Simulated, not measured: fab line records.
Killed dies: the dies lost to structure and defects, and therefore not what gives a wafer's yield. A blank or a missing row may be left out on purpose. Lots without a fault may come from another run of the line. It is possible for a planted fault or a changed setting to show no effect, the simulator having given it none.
A single fault, viewed from 3 desks	flow n5_finfet	what lay behind the numbers comes last; until then each desk has only its own

THE DEFECT DESK
Inspection counts along the route, by lot: the mean over sampled wafers that carry a number. Marked OUT: a lot whose mean sits more than 4 standard deviations from the usual mean, which makes it out of limits; the brackets give that distance.
Columns: A = raw_defect_count at N5_BEOL_M2_INSPECT_59, usual 81; B = raw_defect_count at N5_BEOL_M3_INSPECT_13, usual 430; C = raw_defect_count at N5_BEOL_M3_INSPECT_30, usual 427
lot	first seen here	A	B	C
L412	day 6 15:38	74	368	411
L415	day 8 10:16	62	329	333
L416	day 9 02:54	160	536	516
L425	day 10 01:20	102	381	363
L430	day 12 03:58	95	489	455
L428	day 12 08:38	133	542	499
L432	day 12 10:23	95	409	449
L431	day 12 10:34	112	397	387
L435	day 13 00:53	78	507	497
This desk's verdict: no lot among the 9 shows anything out of limits.

FROM THE METROLOGY DESK
Means of the sampled wafers that have a number, per lot and without regard to the tool the lot ran on: this is what the gauges read. Marked OUT: a lot whose mean sits more than 4 standard deviations from the usual mean, which makes it out of limits; the brackets give that distance. Of its 10 readings 7 are shown: those that lie furthest out on some lot.
Columns: A = DIBL_N at N5_BEOL_M4_RC_MEAS_101, usual 35.3 mV/V; B = DIBL_P at N5_BEOL_M4_RC_MEAS_101, usual 35.2 mV/V; C = IOFF_N at N5_BEOL_M4_RC_MEAS_101, usual 0.144 nA/um; D = IOFF_P at N5_BEOL_M4_RC_MEAS_101, usual 0.19 nA/um; E = ION_P at N5_BEOL_M4_RC_MEAS_101, usual 460 uA/um; F = SS_N at N5_BEOL_M4_RC_MEAS_101, usual 71.2 mV/dec; G = SS_P at N5_BEOL_M4_RC_MEAS_101, usual 73.0 mV/dec
lot	first seen here	A	B	C	D	E	F	G
L412	day 8 03:44	36.0	34.2	0.129	0.18	459	71.5	73.3
L415	day 9 22:12	34.7	34.3	0.134	0.21	465	70.9	72.7
L416	day 10 14:41	34.3	34.3	0.124	0.17	452	70.9	72.7
L425	day 11 07:22	35.6	35.6	0.149	0.21	470	71.9	72.8
L430	day 13 18:06	34.6	33.7	0.127	0.18	463	70.7	72.4
L432	day 13 21:32	33.4	32.4	0.123	0.18	468	70.9	72.7
L428	day 14 03:11	35.6	36.1	0.134	0.19	464	71.2	73.0
L431	day 14 03:51	36.2	36.7	0.171	0.23	460	72.0	73.4
L435	day 15 05:55	38.0	37.8	0.181	0.23	459	72.3	74.2
This desk's verdict: no lot among the 9 shows anything out of limits.

TOOL OWNER'S DESK, cvd_co-02
At N5_BEOL_M2_PRE_CLEAN_60 (time 15 s), the tool's own readings, given per lot that ran on this tool as the mean of the sampled wafers with a number. Marked OUT: a lot whose mean sits more than 4 standard deviations from the usual mean, which makes it out of limits; the brackets give that distance.
Columns: A = heater_power_w at N5_BEOL_M2_PRE_CLEAN_60, usual 84 W
lot	first seen here	A
L415	day 8 10:01	77
L416	day 9 02:36	75
L428	day 12 08:19	81
L435	day 13 00:38	76
This desk's verdict: no lot among the 4 shows anything out of limits.

PUT TOGETHER
Nothing out of limits was seen by the defect desk.
Metrology desk: nothing out of limits seen.
The tool owner's desk saw nothing out of limits.

WHAT THE SIMULATOR HAD INSERTED
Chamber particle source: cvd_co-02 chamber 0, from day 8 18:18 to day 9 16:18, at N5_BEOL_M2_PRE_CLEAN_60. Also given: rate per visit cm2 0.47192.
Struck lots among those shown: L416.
